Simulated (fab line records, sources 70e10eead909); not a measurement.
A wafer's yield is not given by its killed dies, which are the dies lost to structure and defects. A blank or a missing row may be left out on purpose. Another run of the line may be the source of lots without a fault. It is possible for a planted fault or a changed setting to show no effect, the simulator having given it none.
Matching of chambers | flow nand_harc | NHARC_A_WL_FILL_ALD_19 on ald_metal-01 has 4 sister chambers
The step deposits TiN, target thk 2 nm, pulse time 3 s, ald cycles 100. 22 wafers are shown with their chamber, then 11 later ones without.

## WAFERS PAIRED WITH THEIR CHAMBERS
wafer  | chamber | heater_power_w (W) | precursor_pulse_height_rel
L074.2 | 1       | 1037               | 0.973
L074.3 | 0       | 923                | 1.013
L074.6 | 1       | 1002               | 0.989
L074.1 | 2       | 1068               | 1.016
L074.4 | 3       | 1198               | 0.978
L074.5 | 2       | 1080               | 1.001
L077.2 | 0       | 929                | 1.010
L077.5 | 2       | 1089               | 1.028
L077.6 | 1       | 1038               | 0.992
L079.3 | 0       | 900                | 1.008
L079.5 | 2       | 1055               | 0.987
L079.6 | 1       | 1056               | 0.977
L080.1 | 2       | 1052               | 1.014
L080.2 | 0       | 904                | 1.027
L080.3 | 1       | 1049               | 1.003
L080.4 | 3       | 1190               | 0.996
L080.5 | 2       | 1062               | 1.025
L080.6 | 1       | 1106               | 0.994
L085.1 | 2       | 1040               | 0.951
L085.5 | 2       | 1068               | 0.986
L085.6 | 3       | 1208               | 1.039
L085.2 | 3       | 1183               | 0.985

SIGNATURES (averages over the wafers above)
reading                    | chamber 0 | chamber 1 | chamber 2 | chamber 3 | scatter within a chamber
heater_power_w             | 914.00    | 1048.00   | 1064.25   | 1194.75   | 21.6
precursor_pulse_height_rel | 1.01450   | 0.98800   | 1.00100   | 0.99950   | 0.0207
Rule: for a wafer and a chamber, the distance is found by dividing, reading by reading, the gap between the wafer's reading and the chamber's mean by the reading's scatter, squaring, summing and taking the root. The wafer belongs to the nearest chamber; if the next one is less than 2 further off, it can't be placed. The scatter is the square root of a quotient: the sum, over the shown wafers, of each reading's squared deviation from its chamber's mean, divided by wafers minus chambers.

## WAFERS WITH NO CHAMBER GIVEN
wafer  | heater_power_w (W) | precursor_pulse_height_rel
L085.3 | 1060               | 1.022
L085.4 | 902                | 1.012
L088.2 | 894                | 1.032
L088.3 | 1208               | 0.994
L088.5 | 1062               | 1.016
L094.1 | 911                | 1.011
L094.4 | 1081               | 0.963
L094.5 | 896                | 1.001
L095.2 | 897                | 0.999
L095.5 | 1131               | 1.001
L095.6 | 909                | 1.001

## CHAMBER TAKEN BY EACH
wafer  | from the rows above          | in truth
L085.3 | can't be placed: 2 or 1      | 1
L085.4 | 0                            | 0
L088.2 | 0                            | 0
L088.3 | 3                            | 3
L088.5 | can't be placed: 2 or 1      | 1
L094.1 | 0                            | 0
L094.4 | can't be placed: 1 or 2      | 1
L094.5 | 0                            | 0
L095.2 | 0                            | 0
L095.5 | can't be placed: 3 or 2 or 1 | 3
L095.6 | 0                            | 0
Correct placement for 7 of the 11. These rows do not allow placing 4 (true chamber among the candidates in 4). Wrongly placed: 0.
